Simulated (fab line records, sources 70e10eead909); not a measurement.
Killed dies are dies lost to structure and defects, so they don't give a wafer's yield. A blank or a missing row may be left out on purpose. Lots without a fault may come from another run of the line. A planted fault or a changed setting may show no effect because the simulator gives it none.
Chamber matching | flow nand_harc | NHARC_P_ZERO_WELL_DESCUM_13 on rie_diel-10: 4 sister chambers
The step chemistry O2, time 3 s. 4 wafers are shown with their chamber, then 7 later ones without.

WAFERS WITH THEIR CHAMBER
wafer  | chamber | showerhead_plenum_p_Torr (Torr)
L080.5 | 2       | 1.86
L088.4 | 3       | 2.05
L093.1 | 1       | 1.81
L093.2 | 0       | 1.88

WAFERS WITHOUT THEIR CHAMBER
wafer  | showerhead_plenum_p_Torr (Torr)
L093.5 | 2.04
L095.1 | 1.81
L095.3 | 2.04
L095.5 | 2.04
L096.3 | 1.81
L096.5 | 2.04
L096.6 | 1.88

WHICH CHAMBER EACH WENT THROUGH
wafer  | from the rows above | in truth
L093.5 | 3                   | 3
L095.1 | 1                   | 1
L095.3 | 3                   | 3
L095.5 | 3                   | 3
L096.3 | 1                   | 1
L096.5 | 3                   | 3
L096.6 | 0                   | 0
Placed correctly: 7 of 7. Can't be placed from these rows: 0. Placed wrongly: 0.
How it was worked out, from the rows above alone: a wafer's distance from a chamber is the root of the sum, over the readings, of the square of ((its reading less the chamber's mean) divided by the reading's scatter). The wafer belongs to the nearest chamber; if the next one is less than 2 further off, it can't be placed. A chamber's mean is the mean of its shown wafers. The scatter: with one shown wafer a chamber, the root of the mean of the squares of how far each hidden wafer lies from its nearest shown one.
